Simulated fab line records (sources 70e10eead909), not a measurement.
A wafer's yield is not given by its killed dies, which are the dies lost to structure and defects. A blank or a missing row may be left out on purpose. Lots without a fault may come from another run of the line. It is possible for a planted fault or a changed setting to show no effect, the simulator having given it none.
The tool behind it: which one? :: flow nandHarc :: 7 lots with 21 wafers sampled at 4 steps, on a route of 1302 steps

## WHAT THE GAUGES SHOWED, per wafer
NHARC_END_SORT_01.
lot: L834
measured: day 24 09:13
on: prober-01
killedAtPeriphery: 1 0 3

lot: L836
measured: day 26 00:51
on: prober-01
killedAtPeriphery: 1 2 1

lot: L838
measured: day 26 02:19
on: prober-02
killedAtPeriphery: 3 0 5

lot: L840
measured: day 28 04:38
on: prober-02
killedAtPeriphery: 4 3 1

lot: L842
measured: day 28 14:04
on: prober-01
killedAtPeriphery: 2 2 1

lot: L845
measured: day 29 19:11
on: prober-02
killedAtPeriphery: 48 92 102

lot: L848
measured: day 30 15:24
on: prober-02
killedAtPeriphery: 52 99 107

## WHAT TOOL EACH LOT RAN ON (gives the tool, then ch and the chambers of the sampled wafers, and finally the start)
lot: L834
NHARC_P_M2_PVD_20: pvdSputter-02, day 7 05:48
NHARC_THIN_TSV_PVD_19: pvdSputter-01, day 23 21:28 or earlier
NHARC_THIN_TSV_DEGAS_53: pvdSputter-03, day 23 21:28

lot: L836
NHARC_P_M2_PVD_20: pvdSputter-02, day 8 02:07
NHARC_THIN_TSV_PVD_19: pvdSputter-02, day 25 14:36 or earlier
NHARC_THIN_TSV_DEGAS_53: pvdSputter-02, day 25 14:36

lot: L838
NHARC_P_M2_PVD_20: pvdSputter-01, day 8 21:29
NHARC_THIN_TSV_PVD_19: pvdSputter-03, day 25 17:02 or earlier
NHARC_THIN_TSV_DEGAS_53: pvdSputter-02, day 25 17:02

lot: L840
NHARC_P_M2_PVD_20: pvdSputter-02, day 9 15:32
NHARC_THIN_TSV_PVD_19: pvdSputter-03, day 27 19:07 or earlier
NHARC_THIN_TSV_DEGAS_53: pvdSputter-03, day 27 19:07

lot: L842
NHARC_P_M2_PVD_20: pvdSputter-02, day 10 19:02
NHARC_THIN_TSV_PVD_19: pvdSputter-03, day 27 22:10 or earlier
NHARC_THIN_TSV_DEGAS_53: pvdSputter-01, day 27 22:10

lot: L845
NHARC_P_M2_PVD_20: pvdSputter-02, day 12 10:23
NHARC_THIN_TSV_PVD_19: pvdSputter-03, day 29 10:41 or earlier
NHARC_THIN_TSV_DEGAS_53: pvdSputter-01, day 29 10:41

lot: L848
NHARC_P_M2_PVD_20: pvdSputter-02, day 13 06:45
NHARC_THIN_TSV_PVD_19: pvdSputter-01, day 30 04:55 or earlier
NHARC_THIN_TSV_DEGAS_53: pvdSputter-02, day 30 04:55
- NHARC_P_M2_PVD_20: deposits TaN, target thk 5 nm, time 8.06 s.
- NHARC_THIN_TSV_PVD_19: deposits TaN, target thk 20 nm.
- NHARC_THIN_TSV_DEGAS_53: time 60 s.

## THE ANSWER, worked out from the rows above alone
Rule: the lots themselves supply what counts as usual. Put in order of their means at a reading, lots are off if they are a third of the lots or fewer, leave a main group of 4 or more, and stand apart from it by a gap of 3 or more times the standard deviation of the main group's means; of several such gaps the widest counts. A main group whose means are all the same, to the digits that the tables above print for the reading, isn't used. A lot without any number at a reading at which 4 lots or more have one is off too. Any other lot the step has rows for is counted as sound.
Off, at NHARC_END_SORT_01 on killedAtPeriphery: L845, L848. Main group: mean 1.9, sd 0.61.
If a tool, at a process step before that reading, ran all the lots that are off and no sound lot after the first of them, it fits. Those tools and the gauges at NHARC_END_SORT_01 are tried in the same way. NHARC_THIN_TSV_PVD_19 gives no start for some lots, so the hours and the order of its lots are those of NHARC_THIN_TSV_DEGAS_53. Undecided on this evidence; 2 tools fit (pvdSputter-02 at NHARC_P_M2_PVD_20, prober-02 at NHARC_END_SORT_01).

## WHAT THE SIMULATOR PUT IN
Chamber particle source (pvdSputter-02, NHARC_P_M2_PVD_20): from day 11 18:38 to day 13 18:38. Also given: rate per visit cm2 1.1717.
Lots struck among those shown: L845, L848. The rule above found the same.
